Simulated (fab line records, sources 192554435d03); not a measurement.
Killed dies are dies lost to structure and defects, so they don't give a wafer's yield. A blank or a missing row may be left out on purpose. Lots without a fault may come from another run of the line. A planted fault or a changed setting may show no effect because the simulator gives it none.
Split-lot experiment | flow n5_finfet | 7 lots, 21 wafers read, on a route of 1938 steps

THE SPLIT
At N5_BEOL_M1_DESCUM_33 (chemistry O2, time 7 s), the setting time_s was moved away from the recipe's 7 s on 4 of the 21 wafers read, by -12.4% to +20.1%. The other wafers ran this setting at the recipe's value.

FROM THE SPLIT TO THE READING: what the file shows between them, 3 steps
- N5_BEOL_M1_ETCH_77: etches underlayer in N2/H2, target depth 6.5 nm, time 5.2 s
- N5_BEOL_M1_ETCH_69: etches SiARC in CF4, target depth 15.6 nm, time 26 s
- N5_BEOL_M1_ALD_98: deposits SiO2, target thk 2.5 nm, pulse time 1 s, co reactant pulse time 1 s

THE READING
CAR-EUV_of_BEOL_M1_COAT_22.thk_nm (the simulator's own value, which no gauge read), in nm, at N5_BEOL_M1_ETCHBACK_99 (etches SiO2 in CHF3, target depth 5 nm, time 10.4 s). The file gives no usual value for it. The 17 wafers here that ran the recipe average 10.4 nm, standard deviation 0.13 nm.

wafer  | tool, chamber at the split | time_s as run, s | against the recipe | CAR-EUV_of_BEOL_M1_COAT_22.thk_nm, nm | against lot-mates on the recipe
L079.1 | rie_diel-01, 1,2           | 7                | recipe             | 10.2                                  | -
L079.2 | rie_diel-01, 1,2           | 7                | recipe             | 10.2                                  | -
L079.3 | rie_diel-01, 0             | 7                | recipe             | 10.4                                  | -
L083.1 | rie_diel-06, 1,2           | 8.27             | +18.1%             | 10                                    | -0.6
L083.3 | rie_diel-06, 1,2           | 8.27             | +18.1%             | 9.8                                   | -0.8
L083.6 | rie_diel-06, 1             | 7                | recipe             | 10.6                                  | -
L085.1 | rie_diel-01, 1,3           | 7                | recipe             | 10.6                                  | -
L085.5 | rie_diel-01, 1,3           | 7                | recipe             | 10.6                                  | -
L085.6 | rie_diel-01, 0             | 6.13             | -12.4%             | 11                                    | +0.4
L086.2 | rie_diel-06, 3             | 7                | recipe             | 10.4                                  | -
L086.6 | rie_diel-06, 3             | 7                | recipe             | 10.4                                  | -
L086.4 | rie_diel-06, 0             | 8.407            | +20.1%             | 9.8                                   | -0.6
L089.1 | rie_diel-01, 1,3,1         | 7                | recipe             | 10.4                                  | -
L089.3 | rie_diel-01, 1,3,1         | 7                | recipe             | 10.2                                  | -
L089.5 | rie_diel-01, 1,3,1         | 7                | recipe             | 10.2                                  | -
L093.1 | rie_diel-06, 0,2,2         | 7                | recipe             | 10.4                                  | -
L093.4 | rie_diel-06, 0,2,2         | 7                | recipe             | 10.4                                  | -
L093.6 | rie_diel-06, 0,2,2         | 7                | recipe             | 10.4                                  | -
L096.1 | rie_diel-03, 3,2,1         | 7                | recipe             | 10.4                                  | -
L096.3 | rie_diel-03, 3,2,1         | 7                | recipe             | 10.4                                  | -
L096.5 | rie_diel-03, 3,2,1         | 7                | recipe             | 10.4                                  | -
Where a row lists several chambers, the file gives one row for several wafers and doesn't say which wafer went through which chamber.

THE FIT
A straight line over all 21 wafers: CAR-EUV_of_BEOL_M1_COAT_22.thk_nm changes by -0.0312 nm for each +1% of time_s; r = -0.87; the points scatter about the line by 0.14 nm.
The same after taking each lot's own level away (the mean of its wafers on the recipe; 21 wafers): -0.0347 nm for each +1%; r = -0.97; scatter 0.07 nm.
On that fit, the largest move of time_s shifts the reading by 0.7 nm.
The lots' own levels span 10.27 to 10.60 nm, that is 2.6 times the standard deviation above.
So the lot-to-lot level changes the slope: the two fits differ.
Check: with one of the wafers moved furthest among these (+20.1%) left out of the fit, the line predicts -0.753 nm for it against its lot-mates. It came out at -0.6 nm against them.

OTHER SPLITS ON THESE WAFERS
These wafers also went through other splits before the reading. Each is held against what the fit with the lots' levels taken away leaves over:
other split on the same wafers  | wafers away from the commonest value | r with CAR-EUV_of_BEOL_M1_COAT_22.thk_nm (lot level and that fit taken away)
N5_BEOL_M0_SAQP_PECVD_04 time_s | 6                                    | -0.02
N5_BEOL_M0_ETCH_138 source_w    | 9                                    | +0.13
N5_BEOL_M0_ETCH_128 source_w    | 5                                    | -0.12
N5_BEOL_M1_COAT_67 spin_rpm     | 7                                    | -0.23

THE WHOLE CHAIN: every reading that the file lists as answering this split, in the file's order
step                   | what it does                                                | reading                                                                            | change (the file's fit)                | r (the file's)
N5_BEOL_M1_DESCUM_33   | chemistry O2, time 7 s                                      | CAR-EUV_of_BEOL_M1_COAT_22.thk_nm (the simulator's own value, which no gauge read) | -0.036 nm for each +1% of the setting  | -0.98
N5_BEOL_M1_ETCH_77     | etches underlayer in N2/H2, target depth 6.5 nm, time 5.2 s | CAR-EUV_of_BEOL_M1_COAT_22.thk_nm (the simulator's own value, which no gauge read) | -0.0315 nm for each +1% of the setting | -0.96
N5_BEOL_M1_ETCHBACK_99 | etches SiO2 in CHF3, target depth 5 nm, time 10.4 s         | CAR-EUV_of_BEOL_M1_COAT_22.thk_nm (the simulator's own value, which no gauge read) | -0.0335 nm for each +1% of the setting | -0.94

THE FILE'S OWN FIT
CAR-EUV_of_BEOL_M1_COAT_22.thk_nm changes by -0.0335 nm for each +1% of time_s, r = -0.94.
